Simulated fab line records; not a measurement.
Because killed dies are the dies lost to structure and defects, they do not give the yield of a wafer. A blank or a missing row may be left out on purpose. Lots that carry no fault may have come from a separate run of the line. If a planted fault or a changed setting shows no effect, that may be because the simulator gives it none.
fab line records -- flow n5-finfet -- part 2 of 2: steps 24 to 30 of 30
record: lots: 5, wafers: 15, last-day: 17
route steps=1938 shown GATE_CUT@511 MOL_CONTACT_COAG@517
lots that met no fault: from a run of the same line without faults
start-h: the number of hours between the record's first day and the start of the first shown wafer of the lot -- wait-h: how many hours have passed since the lot's step before this one -- " identical to the entry in the row above -- L1.1+2: one row covering several wafers at once -- - no value, or no start was given -- * or withheld: withheld -- < > ~ a bound
route shown NAME@n: names a module that has steps shown in the file, with the first one's number in the route -- usual: mean/standard deviation of fault-free wafers -- same: alike in all rows -- chamber/n: place in a boat -- sites: the reading at each site -- _std_site: their standard deviation -- _edge_site: mean of outer sites minus mean of inner sites -- radius-mm: how far each site lies from the wafer's centre -- mask NAME#n: copy n -- behind: tool/chamber where the wafer was last shaped -- hold: what put the lot on hold/how long, in hours/how the hold closed -- device: whichever transistor did not switch (one of n, p or np) -- end of line: the same wafers' tests at the end of the route -- where a step has no rows: the recipe by itself -- killed: at the first sort, the dies lost to defects and structure; wafer yield is something else -- map: a wafer's dies, x killed, . not, _ none there
set.NAME: the setting that was run; set.NAME@STEP: the one run at that earlier step -- model.NAME: the simulator's own value behind a step, which no gauge read
a table for each step, a row for each wafer; lots at some steps of the route
services: the hour from which a tool's chamber was out of use, counted from the record's first day as start-h (under 0 if before that day), plus the number of hours and why
== steps ==
step: N5_MOL_CONTACT_COAG_CONTACT_ETCH_14
recipe: chemistry: C4F6/O2, target: SiO2, target-depth-a: 275, overetch-a: 85, mask-material: SOC, pressure-mtorr: 30, source-w: 370, bias-w: 185, Ar_flow_sccm: 300, C4F6_flow_sccm: 16, O2_flow_sccm: 10, time-s: 20, ion-energy-ev: 259.6
usual: C4F6_flow_sccm: 16.00/0.049, drypump-motor-current-A: 5.8/0.42, oes-product-au: 0.69/0.077, rf-vpp-V: 693/3.2, showerhead-plenum-p-Torr: 2.89/0.099, throttle-valve-pct: 21.24/0.17
lot.wafer,tool,chamber,start-h,wait-h,C4F6_flow_sccm,drypump-motor-current-A,oes-product-au,rf-hours-counter-h,rf-vpp-V,showerhead-plenum-p-Torr,throttle-valve-pct
L076.1,rie-diel-02,0,103.83,0.0,16.04,5.9,0.78,23,693,2.94,21.11
L076.2,rie-diel-02,2,103.83,0.0,15.96,5.9,0.65,140,689,2.78,21.27
L076.6,rie-diel-02,0,103.83,0.0,15.98,6.0,0.78,-,696,2.94,21.11
L081.1,rie-diel-03,0,132.99,0.0,15.96,5.7,0.58,262,692,2.85,21.51
L081.3,rie-diel-03,3,132.99,0.0,16.04,6.1,0.74,42,694,2.92,21.15
L081.4,rie-diel-03,3,132.99,0.0,16.06,6.1,0.75,-,694,2.92,21.14
L087.2,rie-diel-04,1,168.73,0.0,15.98,5.7,0.64,173,695,3.00,21.24
L087.4,rie-diel-04,2,168.73,0.0,16.01,6.3,0.60,235,692,2.86,21.50
L087.5,rie-diel-04,3,168.73,0.0,15.97,5.5,0.71,-,690,2.80,21.01
L088.3,rie-diel-02,1,176.89,0.0,15.98,5.6,0.59,237,687,2.72,21.27
L088.5,rie-diel-02,3,176.89,0.0,16.06,6.3,0.61,-,695,2.98,21.03
L088.6,rie-diel-02,2,176.89,0.0,16.07,5.9,0.64,-,690,2.77,21.32
L095.1,rie-diel-03,2,216.25,0.0,15.96,4.8,0.78,8,691,2.84,21.19
L095.2,rie-diel-03,3,216.25,0.0,16.08,6.1,0.71,75,693,2.90,21.21
L095.6,rie-diel-03,1,216.25,0.0,16.05,6.2,0.75,-,694,2.96,21.38
step: N5_MOL_CONTACT_COAG_STRIP_109
recipe: chemistry: C4F6/O2, resist: SiARC, rf-frequency-hz: 6e+07
lot.wafer,tool,chamber,start-h,wait-h
L076.1+2+6,rie-diel-02,"0,2,0",103.86,0.0
L081.1+3+4,rie-diel-03,"0,3,3",133.01,0.0
L087.2+4+5,rie-diel-04,"1,2,3",168.76,0.0
L088.3+5+6,rie-diel-02,"1,3,2",176.91,0.0
L095.1+2+6,rie-diel-03,"2,3,1",216.27,0.0
step: N5_MOL_CONTACT_COAG_ETCH_15
recipe: chemistry: CH3F/O2, target: SiNx, target-depth-a: 70, mask-material: SOC, stop-on: Si:P, over-etch-frac: 0.75, ion-energy-ev: 120, pressure-mtorr: 30, source-w: 395, bias-w: 73, Ar_flow_sccm: 150, CH3F_flow_sccm: 30, O2_flow_sccm: 20
usual: drypump-motor-current-A: 5.8/0.42, oes-product-au: 0.59/0.066, rf-vpp-V: 299/7.5, showerhead-plenum-p-Torr: 2.01/0.072, throttle-valve-pct: 16.29/0.19
lot.wafer,tool,chamber,start-h,wait-h,drypump-motor-current-A,oes-product-au,rf-hours-counter-h,rf-vpp-V,showerhead-plenum-p-Torr,throttle-valve-pct
L076.1,rie-diel-02,0,103.87,0.0,5.9,0.67,23,305,2.04,16.08
L076.2,rie-diel-02,2,103.87,0.0,5.9,0.56,140,289,1.93,16.34
L076.6,rie-diel-02,0,103.87,0.0,5.9,0.68,-,306,2.04,16.09
L081.1,rie-diel-03,0,133.02,0.0,5.7,0.50,262,304,1.97,16.59
L081.3,rie-diel-03,3,133.02,0.0,6.1,0.64,42,307,2.03,16.22
L081.4,rie-diel-03,3,133.02,0.0,6.1,0.64,-,305,2.03,16.22
L087.2,rie-diel-04,1,168.77,0.0,5.7,0.55,173,301,2.09,16.31
L087.4,rie-diel-04,2,168.77,0.0,6.3,0.51,235,296,1.99,16.59
L087.5,rie-diel-04,3,168.77,0.0,5.6,0.61,-,285,1.94,16.07
L088.3,rie-diel-02,1,176.92,0.0,5.6,0.50,237,291,1.88,16.41
L088.5,rie-diel-02,3,176.92,0.0,6.3,0.52,-,306,2.07,16.16
L088.6,rie-diel-02,2,176.92,0.0,5.9,0.54,-,287,1.92,16.41
L095.1,rie-diel-03,2,216.28,0.0,4.8,0.68,8,301,1.97,16.19
L095.2,rie-diel-03,3,216.28,0.0,6.1,0.61,75,307,2.02,16.29
L095.6,rie-diel-03,1,216.28,0.0,6.3,0.65,-,304,2.06,16.31
step: N5_MOL_CONTACT_COAG_ETCH_110
recipe: chemistry: CF4/O2, target: Si, target-depth-a: 25, time-s: 8, pressure-mtorr: 100, source-w: 200, bias-w: 12, ion-energy-ev: 60, Ar_flow_sccm: 100, cf4-flow-sccm: 100, O2_flow_sccm: 10
usual: drypump-motor-current-A: 5.8/0.43, oes-product-au: 0.81/0.095, rf-vpp-V: 128/3.6, showerhead-plenum-p-Torr: 2.23/0.073, throttle-valve-pct: 10.68/0.26
lot.wafer,tool,chamber,start-h,wait-h,drypump-motor-current-A,oes-product-au,rf-hours-counter-h,rf-vpp-V,showerhead-plenum-p-Torr,throttle-valve-pct
L076.1,rie-diel-02,0,103.93,0.0,5.9,0.95,23,131,2.27,10.40
L076.2,rie-diel-02,2,103.93,0.0,5.9,0.77,140,122,2.14,10.77
L076.6,rie-diel-02,0,103.93,0.0,6.0,0.94,-,130,2.27,10.40
L081.1,rie-diel-03,0,133.08,0.0,5.8,0.66,262,130,2.20,11.10
L081.3,rie-diel-03,3,133.08,0.0,6.1,0.87,42,134,2.26,10.55
L081.4,rie-diel-03,3,133.08,0.0,6.1,0.87,-,130,2.26,10.56
L087.2,rie-diel-04,1,168.83,0.0,5.7,0.75,173,129,2.31,10.76
L087.4,rie-diel-04,2,168.83,0.0,6.3,0.71,235,127,2.20,11.05
L087.5,rie-diel-04,3,168.83,0.0,5.5,0.84,-,121,2.17,10.49
L088.3,rie-diel-02,1,176.98,0.0,5.6,0.69,237,123,2.11,10.98
L088.5,rie-diel-02,3,176.98,0.0,6.3,0.70,-,131,2.29,10.69
L088.6,rie-diel-02,2,176.98,0.0,5.9,0.74,-,122,2.13,10.86
L095.1,rie-diel-03,2,216.34,0.0,4.8,0.94,8,128,2.18,10.42
L095.2,rie-diel-03,3,216.34,0.0,6.1,0.82,75,132,2.24,10.65
L095.6,rie-diel-03,1,216.34,0.0,6.3,0.88,-,129,2.27,10.52
step: N5_MOL_CONTACT_COAG_STRIP_98
recipe: chemistry: N2/H2, power-w: 500, temp-c: 40, pressure-mtorr: 50, rf-frequency-hz: 6e+07, overash-fraction: 0.3, bias-power-w: 8, h2-frac: 0.5, n2-flow-sccm: 300, h2-flow-sccm: 300
usual: drypump-motor-current-A: 5.8/0.42, oes-product-au: 0.81/0.095, rf-vpp-V: 54.2/1.7, showerhead-plenum-p-Torr: 3.36/0.11, temp-c: 40.03/0.13, throttle-valve-pct: 18.92/0.29
lot.wafer,tool,chamber,start-h,wait-h,drypump-motor-current-A,oes-product-au,rf-hours-counter-h,rf-vpp-V,showerhead-plenum-p-Torr,temp-c,throttle-valve-pct
L076.1,rie-diel-02,0,103.98,0.0,5.9,0.95,23,57.1,3.41,39.87,18.80
L076.2,rie-diel-02,2,103.98,0.0,5.9,0.76,140,52.3,3.25,40.15,19.21
L076.6,rie-diel-02,0,103.98,0.0,5.9,0.95,-,55.6,3.41,39.86,18.78
L081.1,rie-diel-03,0,133.13,0.0,5.8,0.66,262,55.4,3.30,39.92,19.64
L081.3,rie-diel-03,3,133.13,0.0,6.1,0.88,42,51.9,3.41,40.07,18.76
L081.4,rie-diel-03,3,133.13,0.0,6.1,0.89,-,55.9,3.41,40.11,18.74
L087.2,rie-diel-04,1,168.88,0.0,5.7,0.76,173,55.3,3.48,40.11,19.24
L087.4,rie-diel-04,2,168.88,0.0,6.3,0.71,235,56.7,3.31,39.76,19.02
L087.5,rie-diel-04,3,168.88,0.0,5.6,0.83,-,57.2,3.27,40.13,18.99
L088.3,rie-diel-02,1,177.03,0.0,5.6,0.67,237,55.6,3.17,39.99,18.57
L088.5,rie-diel-02,3,177.03,0.0,6.3,0.71,-,51.1,3.48,39.86,18.72
L088.6,rie-diel-02,2,177.03,0.0,5.9,0.72,-,53.3,3.24,40.01,19.26
L095.1,rie-diel-03,2,216.39,0.0,4.8,0.92,8,56.5,3.28,40.02,18.43
L095.2,rie-diel-03,3,216.39,0.0,6.1,0.84,75,53.3,3.39,39.90,18.86
L095.6,rie-diel-03,1,216.39,0.0,6.3,0.87,-,54.9,3.43,40.03,19.04
step: N5_MOL_CONTACT_COAG_CD_MEAS_99
recipe: target-cd-nm: 17.2, polarity: opening
usual: cd-nm: 17.3/0.35
lot.wafer,tool,chamber,start-h,wait-h,cd-nm
L076.1,cd-sem-01,-,104.05,-,17.5
L076.2,cd-sem-01,-,104.05,-,17.3
L076.6,cd-sem-01,-,104.05,-,16.7
L081.1,cd-sem-02,-,133.20,-,16.6
L081.3,cd-sem-02,-,133.20,-,17.3
L081.4,cd-sem-02,-,133.20,-,16.8
L087.2,cd-sem-02,-,168.95,-,17.7
L087.4,cd-sem-02,-,168.95,-,17.4
L087.5,cd-sem-02,-,168.95,-,17.4
L088.3,cd-sem-01,-,177.10,-,16.8
L088.5,cd-sem-01,-,177.10,-,16.8
L088.6,cd-sem-01,-,177.10,-,17.1
L095.1,cd-sem-02,-,216.46,-,17.1
L095.2,cd-sem-02,-,216.46,-,16.4
L095.6,cd-sem-02,-,216.46,-,16.9
step: N5_MOL_CONTACT_COAG_IMPLANT_129
recipe: species: Ge, energy-kev: 3, dose-cm2: 6e+14, tilt-deg: 0, rotation-deg: 0
usual: beam-on-s: 40.1/1.5
lot.wafer,tool,chamber,start-h,wait-h,beam-on-s
L076.1,implanter-02,0,104.08,0.0,41.7
L076.2,implanter-02,0,104.08,0.0,42.3
L076.6,implanter-02,0,104.08,0.0,41.6
L081.1,implanter-01,0,133.23,0.0,40.2
L081.3,implanter-01,0,133.23,0.0,39.3
L081.4,implanter-01,0,133.23,0.0,38.9
L087.2,implanter-02,0,169.02,0.1,41.2
L087.4,implanter-02,0,169.02,0.1,41.9
L087.5,implanter-02,0,169.02,0.1,39.8
L088.3,implanter-01,0,177.20,0.1,39.4
L088.5,implanter-01,0,177.20,0.1,38.5
L088.6,implanter-01,0,177.20,0.1,39.7
L095.1,implanter-02,0,216.50,0.0,40.4
L095.2,implanter-02,0,216.50,0.0,41.8
L095.6,implanter-02,0,216.50,0.0,40.2
== services ==
tool,chamber,start-h,hours,kind
euv-scanner-02,-,80.16,1.0,pm
rie-diel-02,0,91.45,11.1,repair
cmp-04,-,97.58,0.8,repair
rie-diel-02,3,99.64,9.0,repair
cmp-01,-,100.42,13.8,pm
rie-diel-02,3,117.67,8.6,repair
cmp-01,-,121.61,1.0,repair
rie-diel-04,-,122.84,15.6,pm
euv-scanner-02,-,126.75,7.5,repair
cmp-04,-,128.05,1.6,repair
euv-scanner-01,-,134.29,1.0,pm
euv-scanner-02,-,135.30,1.0,pm
euv-scanner-02,-,139.22,3.2,repair
cmp-01,-,147.65,1.7,repair
cmp-04,-,168.60,0.6,repair
cmp-04,-,176.36,1.2,repair
cmp-01,-,180.66,6.0,pm
euv-scanner-01,-,183.58,1.0,pm
euv-scanner-02,-,189.60,1.0,pm
euv-scanner-02,-,197.56,5.8,pm
implanter-01,-,207.89,4.3,pm
cmp-04,-,210.91,1.6,repair
rie-diel-03,-,212.07,0.1,repair
euv-scanner-01,-,216.20,8.0,pm
